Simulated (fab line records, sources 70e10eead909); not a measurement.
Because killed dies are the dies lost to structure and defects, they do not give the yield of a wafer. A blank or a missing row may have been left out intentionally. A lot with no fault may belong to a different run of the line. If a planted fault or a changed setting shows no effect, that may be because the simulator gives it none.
Matching of chambers    flow nand-harc    NHARC_P_GATE_DESCUM_48 on rie-diel-07: 4 sister chambers
The step chemistry O2, time 3 s. 16 wafers are shown with their chamber, then 8 later ones without.

EACH WAFER AND ITS CHAMBER
wafer   chamber  showerhead-plenum-p-Torr (Torr)  oes-product-au (a.u.)  rf-vpp-V (V)
L074.4  2        2.04                             0.987                  58.0
L074.5  0        1.89                             0.996                  56.8
L074.6  1        2.02                             1.000                  57.9
L078.2  0        1.89                             1.004                  58.4
L078.3  1        2.02                             0.997                  59.9
L078.4  3        1.94                             0.999                  58.7
L082.1  2        2.03                             0.986                  57.8
L082.4  3        1.94                             0.989                  57.8
L082.6  3        1.94                             0.996                  58.8
L083.2  0        1.89                             0.998                  57.5
L083.3  3        1.94                             0.992                  57.3
L083.4  1        2.02                             0.993                  58.8
L087.1  1        2.02                             1.003                  58.6
L087.3  3        1.94                             1.001                  57.7
L087.5  0        1.89                             1.005                  57.3
L091.2  1        2.02                             1.006                  57.9

SIGNATURES, as means of the wafers listed above
reading                   chamber 0  chamber 1  chamber 2  chamber 3  scatter within a chamber
showerhead-plenum-p-Torr  1.8900     2.0200     2.0350     1.9400     0.00204
oes-product-au            1.00075    0.99980    0.98650    0.99540    0.00465
rf-vpp-V                  57.500     58.620     57.900     58.060     0.695
Rule: a wafer lies at a distance from a chamber equal to the root of the sum of squares, over the readings, of (its reading less the chamber's mean, divided by the reading's scatter). The wafer belongs to the nearest chamber; if the next one is less than 2 further off, it can't be placed. The scatter is the square root of a quotient: the sum, over the shown wafers, of each reading's squared deviation from its chamber's mean, divided by wafers minus chambers.

WAFERS WHOSE CHAMBER IS MISSING
wafer   showerhead-plenum-p-Torr (Torr)  oes-product-au (a.u.)  rf-vpp-V (V)
L091.3  2.03                             0.989                  58.4
L091.4  1.94                             1.001                  58.9
L093.2  2.02                             1.004                  58.1
L093.3  2.03                             0.994                  60.2
L093.6  1.89                             1.006                  57.9
L097.2  1.89                             0.989                  58.2
L097.4  2.02                             1.008                  57.8
L097.5  2.02                             1.003                  58.1

WHICH CHAMBER EACH ONE RAN IN
wafer   from the rows above      in truth
L091.3  2                        2
L091.4  3                        3
L093.2  1                        1
L093.3  can't be placed: 2 or 1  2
L093.6  0                        0
L097.2  0                        0
L097.4  1                        1
L097.5  1                        1
Correct placement for 7 of the 8. Can't be placed from these rows: 1 (the true chamber is among the candidates in 1). Placed wrongly: 0.
